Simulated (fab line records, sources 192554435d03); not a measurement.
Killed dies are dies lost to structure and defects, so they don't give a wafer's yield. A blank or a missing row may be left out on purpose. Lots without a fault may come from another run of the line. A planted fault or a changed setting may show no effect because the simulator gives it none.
fab line records | flow n5_finfet
record lots=6 wafers=18 last_day=15
route steps=1938 shown BEOL_M5@1168 PASSIVATION@1936
lots that met no fault: from a run of the same line without faults
start_h: hours from the record's first day to the start of the lot's first wafer shown | wait_h: hours since the lot's step before | " the same as in the row above | L1.1+2: a row that stands for several wafers | - no value, or no start given | * or withheld: withheld | < > ~ a bound
route shown NAME@n: a module of which the file shows steps, and the number in the route of the first | usual: mean/standard deviation of fault-free wafers | same: alike in all rows | chamber/n: place in a boat | sites: the reading at each site | _std_site: their standard deviation | _edge_site: outer sites' mean less inner sites' | radius_mm: how far each site lies from the wafer's centre | mask NAME#n: copy n | behind: the tool/chamber that last shaped the wafer | hold: why the lot was held/for how many hours/how that ended | device: the transistor (n, p or np) that didn't switch | end of line: the same wafers' tests at the end of the route | a step without rows: its recipe alone | killed: dies lost to structure and defects at the first sort, not the wafer's yield | map: a wafer's dies, x killed, . not, _ none there
set.NAME: the setting as run; set.NAME@STEP: as run at that earlier step | model.NAME: the simulator's own value behind a step, which no gauge read
lots at some steps of the route; a table a step, a row a wafer
services: from which hour (start_h, from the record's first day; less than 0 if before it) a tool's chamber was out of use, for how many hours, and why
## steps
# step N5_BEOL_M5_CD_MEAS_35
# recipe target_cd_nm=28 target_cd_y_nm=24 polarity=opening
# usual cd_nm=27.9/0.38
# columns lot.wafer tool chamber start_h wait_h cd_nm
L257.1 cd_sem-01 - 167.94 0.0 27.9
L257.2 " - " " 27.7
L257.4 " - " " 27.6
L261.1 cd_sem-02 - 193.99 0.0 27.3
L261.2 " - " " 27.7
L261.5 " - " " 27.7
L266.2 cd_sem-01 - 225.94 0.0 27.9
L266.4 " - " " 28.7
L266.5 " - " " 27.7
L267.3 cd_sem-02 - 226.15 0.0 28.2
L267.4 " - " " 28.1
L267.6 " - " " 27.6
L268.1 cd_sem-02 - 235.40 0.0 27.8
L268.2 " - " " 28.4
L268.3 " - " " 27.7
L271.4 cd_sem-01 - 249.91 0.0 28.1
L271.5 " - " " 28.4
L271.6 " - " " 27.5
# step N5_BEOL_M5_CURE_80
# recipe temp_c=370 time_s=120 ambient=DMADMS/He material=SiCOH_lowk
# usual lamp_power_pct=52.31/0.055 wafer_temp_C_max=371.7/0.65
# columns lot.wafer tool chamber start_h wait_h lamp_power_pct wafer_temp_C_max
L257.1 uv_cure-03 2 167.99 0.0 52.25 372.0
L257.2 " 2 " " 52.36 371.7
L257.4 " 2 " " 52.30 371.8
L261.1 uv_cure-01 0 194.03 0.0 52.27 371.7
L261.2 " 0 " " 52.33 371.4
L261.5 " 0 " " 52.36 370.6
L266.2 uv_cure-01 0 226.15 0.2 52.33 371.0
L266.4 " 0 " " 52.33 371.3
L266.5 " 0 " " 52.40 371.5
L267.3 uv_cure-02 1 226.29 0.1 52.25 370.9
L267.4 " 1 " " 52.35 371.0
L267.6 " 1 " " 52.27 370.9
L268.1 uv_cure-03 1 235.45 0.0 52.27 372.7
L268.2 " 1 " " 52.29 372.6
L268.3 " 1 " " 52.27 372.5
L271.4 uv_cure-02 1 250.11 0.2 52.30 371.1
L271.5 " 1 " " 52.34 371.5
L271.6 " 1 " " 52.29 371.2
# step N5_BEOL_M5_DEGAS_44
# recipe ambient=vacuum temp_c=250 time_s=60
# usual heater_power_w=334/34
# columns lot.wafer tool chamber start_h wait_h heater_power_w
L257.1 pvd_sputter-03 - 168.51 0.5 312
L257.2 " - " " 356
L257.4 " - " " 345
L261.1 pvd_sputter-02 - 194.65 0.6 375
L261.2 " - " " 348
L261.5 " - " " 345
L266.2 pvd_sputter-03 - 226.77 0.6 299
L266.4 " - " " 344
L266.5 " - " " 350
L267.3 pvd_sputter-02 - 226.91 0.6 367
L267.4 " - " " 330
L267.6 " - " " 336
L268.1 pvd_sputter-01 - 235.99 0.5 241
L268.2 " - " " 329
L268.3 " - " " 314
L271.4 pvd_sputter-03 - 250.41 0.2 346
L271.5 " - " " 301
L271.6 " - " " 355
# step N5_BEOL_M5_PRE_CLEAN_45
# recipe gas=H2/He time_s=30 temp_c=250
# usual heater_power_w=334/33
# columns lot.wafer tool chamber start_h wait_h heater_power_w
L257.1 pvd_sputter-03 - 168.55 0.0 304
L257.2 " - " " 348
L257.4 " - " " 357
L261.1 pvd_sputter-02 - 194.69 0.0 380
L261.2 " - " " 340
L261.5 " - " " 342
L266.2 pvd_sputter-03 - 226.81 0.0 311
L266.4 " - " " 354
L266.5 " - " " 349
L267.3 pvd_sputter-02 - 226.95 0.0 372
L267.4 " - " " 331
L267.6 " - " " 330
L268.1 pvd_sputter-01 - 236.03 0.0 243
L268.2 " - " " 333
L268.3 " - " " 313
L271.4 pvd_sputter-03 - 250.45 0.0 349
L271.5 " - " " 304
L271.6 " - " " 343
# step N5_BEOL_M5_ALD_86
# recipe material=TaN target_thk_a=* temp_c=275 ald_precursor_family=PDMAT ald_co_reactant=NH3 pressure_torr=3 carrier_flow_sccm=1500 pulse_time_s=2 purge_time_s=3 co_reactant_purge_time_s=2 co_reactant_pulse_time_s=3 ald_cycles=30 precursor_vessel_temp_c=75 precursor_vessel_pressure_torr=26.25 precursor_vessel_carrier_sccm=1000
# step N5_BEOL_M5_SURFACE_TREAT_87
# recipe gas=Ar time_s=* ion_energy_ev=* ion_current_ma_cm2=0.5 pressure_mtorr=* ar_flow_sccm=30
# step N5_BEOL_M5_CVD_47
# recipe material=Co target_thk_a=30 temp_c=withheld precursor=CCTBA/H2 pressure_torr=30 time_s=216
# step N5_BEOL_M5_SPUTTER_48
# recipe material=Cu target_thk_a=150 temp_c=-20 chamber_pressure_pa=0.07 power_w=withheld time_s=27.62
# step N5_BEOL_M5_ANNEAL_49
# recipe temp_c=400 time_s=1800 ambient=vacuum
# usual heater_power_w=827/81 susceptor_temp_C=399.98/0.23 susceptor_temp_C_max=400.9/0.39
# columns lot.wafer tool chamber start_h wait_h heater_power_w susceptor_temp_C susceptor_temp_C_max
L257.1 pvd_sputter-03 - 169.31 0.0 851 399.73 400.9
L257.2 " - " " 863 399.50 401.2
L257.4 " - " " 749 399.60 400.2
L261.1 pvd_sputter-02 - 195.31 0.0 938 400.06 400.6
L261.2 " - " " 853 400.27 401.4
L261.5 " - " " 935 399.88 400.7
L266.2 pvd_sputter-02 - 227.55 0.0 918 400.32 401.4
L266.4 " - " " 830 400.03 400.7
L266.5 " - " " 865 400.05 401.2
L267.3 pvd_sputter-03 - 228.35 0.0 771 400.01 400.6
L267.4 " - " " 885 400.03 401.0
L267.6 " - " " 882 399.97 401.8
L268.1 pvd_sputter-01 - 238.04 0.0 801 400.39 401.2
L268.2 " - " " 601 399.84 400.8
L268.3 " - " " 792 399.98 400.6
L271.4 pvd_sputter-03 - 251.68 0.0 786 399.93 400.5
L271.5 " - " " 877 399.73 401.2
L271.6 " - " " 862 399.48 400.5
# step N5_BEOL_M5_SPUTTER_81
# recipe material=Cu target_thk_a=150 temp_c=-20 chamber_pressure_pa=0.07 power_w=withheld time_s=27.62
# step N5_BEOL_M5_ANNEAL_82
# recipe temp_c=400 time_s=1800 ambient=vacuum
# usual heater_power_w=828/82 susceptor_temp_C=399.98/0.21 susceptor_temp_C_max=400.9/0.42
# columns lot.wafer tool chamber start_h wait_h heater_power_w susceptor_temp_C susceptor_temp_C_max
L257.1 pvd_sputter-03 - 170.40 0.0 869 400.09 401.0
L257.2 " - " " 880 400.29 401.9
L257.4 " - " " 751 399.79 400.4
L261.1 pvd_sputter-02 - 196.40 0.0 893 400.11 400.7
L261.2 " - " " 868 399.89 400.7
L261.5 " - " " 942 400.15 400.8
L266.2 pvd_sputter-02 - 228.64 0.0 955 399.96 400.6
L266.4 " - " " 816 399.93 400.6
L266.5 " - " " 854 400.09 401.0
L267.3 pvd_sputter-03 - 229.43 0.0 751 400.20 400.7
L267.4 " - " " 858 399.50 400.6
L267.6 " - " " 870 399.70 402.0
L268.1 pvd_sputter-01 - 239.13 0.0 801 400.33 401.3
L268.2 " - " " 596 400.02 400.9
L268.3 " - " " 802 400.11 400.6
L271.4 pvd_sputter-03 - 252.76 0.0 770 399.98 400.5
L271.5 " - " " 871 400.15 401.6
L271.6 " - " " 884 399.91 401.0
# step N5_BEOL_M5_SPUTTER_83
# recipe material=Cu target_thk_a=150 temp_c=-20 chamber_pressure_pa=0.07 power_w=withheld time_s=27.62
# step N5_BEOL_M5_ANNEAL_84
# recipe temp_c=400 time_s=1800 ambient=vacuum
# usual heater_power_w=828/82 susceptor_temp_C=400.01/0.23 susceptor_temp_C_max=400.9/0.41
# columns lot.wafer tool chamber start_h wait_h heater_power_w susceptor_temp_C susceptor_temp_C_max
L257.1 pvd_sputter-03 - 171.48 0.0 851 400.12 401.0
L257.2 " - " " 862 400.08 401.8
L257.4 " - " " 777 399.88 400.5
L261.1 pvd_sputter-02 - 197.48 0.0 929 400.14 400.9
L261.2 " - " " 864 400.48 401.4
L261.5 " - " " 931 400.10 400.7
L266.2 pvd_sputter-02 - 229.73 0.0 - - -
L266.4 " - " " - - -
L266.5 " - " " - - -
L267.3 pvd_sputter-03 - 230.52 0.0 - - -
L267.4 " - " " - - -
L267.6 " - " " - - -
L268.1 pvd_sputter-01 - 240.22 0.0 780 400.06 400.9
L268.2 " - " " 596 399.98 400.6
L268.3 " - " " 802 399.91 400.6
L271.4 pvd_sputter-03 - 253.85 0.0 775 399.85 400.5
L271.5 " - " " 856 399.72 401.2
L271.6 " - " " 882 400.02 401.2
# step N5_BEOL_M5_SPUTTER_88
# recipe material=Cu target_thk_a=150 temp_c=-20 chamber_pressure_pa=0.07 power_w=withheld time_s=27.62
# step N5_PASSIVATION_PROBE_49
# usual defect_limited_yield=91.2/1.6 killed_at_M0_to_M3=34/11 killed_at_M4_up=13/5.2 killed_at_contacts=13/6.3 killed_at_front_end=40/14 killed_at_other=3.2/2.4 killed_dies=104/19 killed_open=69/14 killed_short=32/7.5 sort_bin_5_function=5.3/1.1 sort_bin_6_memory=3.2/0.73 sort_n_pass=1076/19 sort_yield_pct=91.2/1.6
# same gross_dies=1180 killed_at_back_side=0 sort_bin_4_leakage[%]=0 sort_bin_8_speed[%]=0
# columns lot.wafer tool chamber start_h wait_h defect_limited_yield[%] killed_at_M0_to_M3 killed_at_M4_up killed_at_contacts killed_at_front_end killed_at_other killed_dies killed_open killed_short sort_bin_5_function[%] sort_bin_6_memory[%] sort_n_pass sort_yield_pct[%]
L257.1 prober-02 - 262.69 0.0 93.7 25 13 12 23 1 74 44 27 4.2 1.9 1106 93.7
L257.2 prober-02 - 262.74 0.1 93.3 26 14 7 27 5 79 50 28 4.5 1.9 1101 93.3
L257.4 prober-02 - 262.84 0.2 93.9 22 11 11 28 0 72 44 27 3.9 2.0 1108 93.9
L261.1 prober-01 - 296.91 0.0 92.9 34 6 14 24 6 84 51 29 4.0 2.9 1096 92.9
L261.2 prober-01 - 296.96 0.1 90.1 59 11 19 28 0 117 73 41 6.6 3.1 1063 90.1
L261.5 prober-01 - 297.11 0.2 92.2 30 14 16 27 5 92 64 27 4.8 2.6 1088 92.2
L266.2 prober-02 - 319.90 0.1 91.2 47 11 16 27 3 104 71 33 5.8 2.9 1076 91.2
L266.4 prober-02 - 320.00 0.2 90.9 39 17 13 35 3 107 82 23 5.6 3.3 1073 90.9
L266.5 prober-02 - 320.05 0.2 91.4 30 19 18 31 4 102 71 27 4.9 3.4 1078 91.4
L267.3 prober-02 - 329.00 0.1 92.6 40 7 11 27 2 87 58 28 4.8 2.4 1093 92.6
L267.4 prober-02 - 329.05 0.2 92.0 34 11 15 29 5 94 58 35 3.5 4.0 1086 92.0
L267.6 prober-02 - 329.15 0.3 89.2 44 19 15 44 5 127 83 40 7.4 3.1 1053 89.2
L271.4 prober-02 - 347.55 0.2 89.6 31 13 15 58 6 123 87 34 5.5 4.5 1057 89.6
L271.5 prober-02 - 347.60 0.2 87.1 39 15 15 80 3 152 107 38 8.1 4.1 1028 87.1
L271.6 prober-02 - 347.65 0.3 87.4 48 23 15 63 0 149 99 46 7.0 5.3 1031 87.4
L268.1 prober-02 - 358.47 0.0 90.1 38 18 12 49 0 117 79 38 5.3 4.2 1063 90.1
L268.2 prober-02 - 358.52 0.1 92.8 23 13 18 30 1 85 61 24 3.7 3.3 1095 92.8
L268.3 prober-02 - 358.57 0.1 93.8 28 9 7 29 0 73 47 26 3.5 2.4 1107 93.8
# killed by level:class
L257.1 FIN_SAQP:geometric_particle:short=7 MOL_CONTACT_COAG:geometric_particle:open=7 BEOL_M0_SAQP:geometric_particle:open=6 BEOL_M0_SAQP:geometric_particle:short=6 MOL_CONTACT_COAG:geometric_particle:short=4 BEOL_M3:geometric_particle:open=4 FIN_SAQP:geometric_particle:open=3 BEOL_M4:geometric_particle:short=3
L257.2 BEOL_M0_SAQP:geometric_particle:short=10 MOL_CONTACT_COAG:geometric_particle:open=6 BEOL_M2:geometric_particle:open=6 BEOL_M0_SAQP:geometric_particle:open=6 BEOL_M4:geometric_particle:open=6 STARTING-WAFER:geometric_particle:short=5 GATE_CUT:geometric_particle:open=4 FIN_SAQP:geometric_particle:open=3
L257.4 MOL_CONTACT_COAG:geometric_particle:open=8 FIN_SAQP:geometric_particle:open=7 STARTING-WAFER:geometric_particle:short=7 FIN_SAQP:geometric_particle:short=6 BEOL_M3:geometric_particle:open=6 BEOL_M0_SAQP:geometric_particle:open=5 MOL_CONTACT_COAG:geometric_particle:short=3 BEOL_M2:geometric_particle:open=3
L261.1 MOL_CONTACT_COAG:geometric_particle:open=13 BEOL_M0_SAQP:geometric_particle:short=11 STI_FIN_REVEAL:geometric_particle:open=8 BEOL_M0_SAQP:geometric_particle:open=7 BEOL_M3:geometric_particle:open=6 BEOL_M1:geometric_particle:open=3 PASS1_DEP:geometric_particle:open=3 STARTING-WAFER:geometric_particle:short=3
L261.2 BEOL_M3:geometric_particle:open=16 MOL_CONTACT_COAG:geometric_particle:open=12 BEOL_M0_SAQP:geometric_particle:short=11 STI_FIN_REVEAL:geometric_particle:open=7 BEOL_M1:geometric_particle:open=7 MOL_CONTACT_COAG:geometric_particle:short=6 BEOL_M3:geometric_particle:short=6 BEOL_M2:geometric_particle:open=6
L261.5 MOL_CONTACT_COAG:geometric_particle:open=13 BEOL_M3:geometric_particle:open=9 BEOL_M4:geometric_particle:open=9 STI_FIN_REVEAL:geometric_particle:open=7 BEOL_M1:geometric_particle:open=7 ILD0:geometric_particle:open=4 ILD0:geometric_particle:short=4 STARTING-WAFER:geometric_particle:short=4
L266.2 BEOL_M2:geometric_particle:open=12 MOL_CONTACT_COAG:geometric_particle:open=11 BEOL_M3:geometric_particle:open=8 BEOL_M4:geometric_particle:open=6 DUMMY_GATE:geometric_particle:open=6 BEOL_M0:geometric_particle:open=6 FIN_SAQP:geometric_particle:open=5 MOL_CONTACT_COAG:geometric_particle:short=5
L266.4 BEOL_M2:geometric_particle:open=16 FIN_SAQP:geometric_particle:open=10 MOL_CONTACT_COAG:geometric_particle:open=10 STI_FIN_REVEAL:geometric_particle:open=7 DUMMY_GATE:geometric_particle:open=5 BEOL_M0_SAQP:geometric_particle:open=5 BEOL_M3:geometric_particle:open=5 BEOL_M4:geometric_particle:open=5
L266.5 MOL_CONTACT_COAG:geometric_particle:open=16 BEOL_M2:geometric_particle:open=7 BEOL_M1:geometric_particle:open=6 DUMMY_GATE:geometric_particle:open=6 BEOL_M4:geometric_particle:open=6 FIN_SAQP:geometric_particle:open=5 FIN_SAQP:geometric_particle:short=5 BEOL_M3:geometric_particle:open=5
L267.3 BEOL_M2:geometric_particle:open=12 MOL_CONTACT_COAG:geometric_particle:open=8 BEOL_M0_SAQP:geometric_particle:open=7 GATE_CUT:geometric_particle:open=7 BEOL_M3:geometric_particle:open=6 BEOL_M0_SAQP:geometric_particle:short=5 FIN_SAQP:geometric_particle:open=4 FIN_SAQP:geometric_particle:short=4
L267.4 MOL_CONTACT_COAG:geometric_particle:open=9 BEOL_M2:geometric_particle:open=8 MOL_CONTACT_COAG:geometric_particle:short=6 BEOL_M0_SAQP:geometric_particle:open=6 FIN_SAQP:geometric_particle:open=5 FIN_SAQP:geometric_particle:short=5 DUMMY_GATE:geometric_particle:open=5 BEOL_M0_SAQP:geometric_particle:short=5
L267.6 MOL_CONTACT_COAG:geometric_particle:open=11 BEOL_M0_SAQP:geometric_particle:short=10 BEOL_M2:geometric_particle:open=10 FIN_SAQP:geometric_particle:open=9 BEOL_M0_SAQP:geometric_particle:open=8 STI_FIN_REVEAL:geometric_particle:open=7 FIN_SAQP:geometric_particle:short=6 DUMMY_GATE:geometric_particle:open=5
L271.4 FIN_SAQP:geometric_particle:open=15 MOL_CONTACT_COAG:geometric_particle:open=13 STI_FIN_REVEAL:geometric_particle:open=12 BEOL_M2:geometric_particle:open=9 BEOL_M4:geometric_particle:open=8 BEOL_M0_SAQP:geometric_particle:open=6 BEOL_M0_SAQP:geometric_particle:short=6 DUMMY_GATE:geometric_particle:open=5
L271.5 STI_FIN_REVEAL:geometric_particle:open=33 MOL_CONTACT_COAG:geometric_particle:open=13 FIN_SAQP:geometric_particle:open=12 BEOL_M0_SAQP:geometric_particle:short=11 BEOL_M0_SAQP:geometric_particle:open=9 BEOL_M4:geometric_particle:open=9 STI_FIN_REVEAL:geometric_particle:short=7 BEOL_M3:geometric_particle:open=6
L271.6 STI_FIN_REVEAL:geometric_particle:open=15 FIN_SAQP:geometric_particle:open=13 MOL_CONTACT_COAG:geometric_particle:open=12 BEOL_M4:geometric_particle:open=12 FIN_SAQP:geometric_particle:short=9 BEOL_M2:geometric_particle:open=9 BEOL_M0:geometric_particle:open=7 BEOL_M0_SAQP:geometric_particle:open=7
L268.1 STI_FIN_REVEAL:geometric_particle:open=16 BEOL_M0_SAQP:geometric_particle:open=10 MOL_CONTACT_COAG:geometric_particle:open=9 BEOL_M0_SAQP:geometric_particle:short=7 BEOL_M1:geometric_particle:open=7 FIN_SAQP:geometric_particle:short=6 BEOL_M2:geometric_particle:open=5 BEOL_M4:geometric_particle:open=5
L268.2 MOL_CONTACT_COAG:geometric_particle:open=15 BEOL_M0_SAQP:geometric_particle:short=7 DUMMY_GATE:geometric_particle:open=6 FIN_SAQP:geometric_particle:open=5 STI_FIN_REVEAL:geometric_particle:open=5 BEOL_M4:geometric_particle:open=5 BEOL_M6:geometric_particle:open=5 FIN_SAQP:geometric_particle:short=4
L268.3 BEOL_M0_SAQP:geometric_particle:short=10 BEOL_M0_SAQP:geometric_particle:open=10 STI_FIN_REVEAL:geometric_particle:open=8 MOL_CONTACT_COAG:geometric_particle:open=6 FIN_SAQP:geometric_particle:short=4 DUMMY_GATE:geometric_particle:open=4 BEOL_M3:geometric_particle:open=4 GATE_CUT:geometric_particle:short=3
## services
# columns tool chamber start_h hours kind
uv_cure-02 - 181.11 2.1 pm
uv_cure-02 - 187.43 5.1 repair
uv_cure-01 - 201.01 7.5 pm
uv_cure-03 - 217.24 7.5 pm
uv_cure-02 - 241.18 2.8 pm
uv_cure-01 - 241.66 2.1 pm
## key
first_sign step=N5_BEOL_M5_ANNEAL_84 reading=tool_record direction=missing
effect none on later readings
met_at N5_BEOL_M5_ANNEAL_84
struck_wafers L266.2,L266.4,L266.5,L267.3,L267.4,L267.6
onset_between 197.48 229.73
fault kind=skipped_step_whole tool=pvd_sputter-02,pvd_sputter-03 chamber=- onset_h=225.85 steps=N5_BEOL_M5_ANNEAL_84 scope=struck_lots_only
